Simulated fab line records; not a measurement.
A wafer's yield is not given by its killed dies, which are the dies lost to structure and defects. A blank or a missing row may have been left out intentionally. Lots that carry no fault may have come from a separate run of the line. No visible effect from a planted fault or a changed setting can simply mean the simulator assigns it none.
A single fault, viewed from 2 desks + flow n5_finfet + what lay behind the numbers comes last; until then each desk has only its own

## AT THE TOOL OWNER'S DESK: ald_metal-02
The tool's own readings at N5_BEOL_M2_ALD_84 (deposits TaN, pulse time 2 s, purge time 3 s, co reactant purge time 2 s): means of the sampled wafers that have a number, for each lot that ran on this tool. The brackets show how far a lot's mean lies from the usual mean; more than 4 standard deviations puts the lot out of limits, marked OUT.
Columns: A = heater_power_w at N5_BEOL_M2_ALD_84, usual 453 W; B = mfc_carrier_sccm at N5_BEOL_M2_ALD_84, usual 1500 sccm
| lot  | first seen here | A   | B    |
|------|-----------------|-----|------|
| L779 | day 6 18:52     | 448 | 1500 |
| L787 | day 8 19:30     | 520 | 1498 |
| L788 | day 9 01:50     | 519 | 1496 |
| L791 | day 10 04:33    | 493 | 1502 |
| L793 | day 10 11:30    | 506 | 1503 |
| L800 | day 11 22:12    | 515 | 1496 |
| L801 | day 12 21:16    | 489 | 1498 |
This desk found nothing out of limits on any of the 7 lots.

## METROLOGY DESK
Means of the sampled wafers that have a number, per lot and without regard to the tool the lot ran on: this is what the gauges read. The brackets show how far a lot's mean lies from the usual mean; more than 4 standard deviations puts the lot out of limits, marked OUT. It has 11 readings; the 7 that lie furthest out on some lot are the ones shown.
Columns: A = cd_nm at N5_BEOL_M2_CD_MEAS_35, usual 18.07 nm; B = DIBL_P at N5_BEOL_M4_RC_MEAS_101, usual 36.1 mV/V; C = IOFF_P at N5_BEOL_M4_RC_MEAS_101, usual 0.201 nA/um; D = ION_P at N5_BEOL_M4_RC_MEAS_101, usual 462 uA/um; E = SS_N at N5_BEOL_M4_RC_MEAS_101, usual 71.5 mV/dec; F = VT_N at N5_BEOL_M4_RC_MEAS_101, usual 250.0 mV; G = VT_P at N5_BEOL_M4_RC_MEAS_101, usual -251.3 mV
| lot  | first seen here | A     | B    | C     | D   | E    | F     | G      |
|------|-----------------|-------|------|-------|-----|------|-------|--------|
| L779 | day 6 18:28     | 18.20 | 34.8 | 0.197 | 467 | 72.0 | 248.9 | -250.3 |
| L783 | day 7 13:32     | 17.87 | 36.0 | 0.208 | 463 | 71.1 | 249.6 | -249.2 |
| L785 | day 8 05:08     | 18.09 | 35.7 | 0.194 | 468 | 70.8 | 249.4 | -249.1 |
| L787 | day 8 18:32     | 17.98 | 36.0 | 0.198 | 463 | 71.1 | 250.4 | -249.4 |
| L788 | day 9 01:24     | 18.34 | 35.3 | 0.195 | 458 | 71.6 | 251.1 | -250.7 |
| L791 | day 10 03:08    | 17.77 | 35.3 | 0.209 | 465 | 70.9 | 249.4 | -249.8 |
| L793 | day 10 10:50    | 18.23 | 35.4 | 0.214 | 460 | 71.5 | 246.2 | -251.1 |
| L800 | day 11 21:50    | 17.85 | 37.2 | 0.204 | 461 | 71.3 | 247.0 | -250.6 |
| L802 | day 12 19:56    | 17.98 | 36.0 | 0.164 | 459 | 71.7 | 250.6 | -255.2 |
| L801 | day 12 20:54    | 18.19 | 38.0 | 0.242 | 471 | 72.2 | 247.0 | -247.3 |
This desk found nothing out of limits on any of the 10 lots.

## ALL TOGETHER
The desk of the tool owner found nothing out of limits.
The metrology desk saw nothing out of limits.

## WHAT THE SIMULATOR PUT IN
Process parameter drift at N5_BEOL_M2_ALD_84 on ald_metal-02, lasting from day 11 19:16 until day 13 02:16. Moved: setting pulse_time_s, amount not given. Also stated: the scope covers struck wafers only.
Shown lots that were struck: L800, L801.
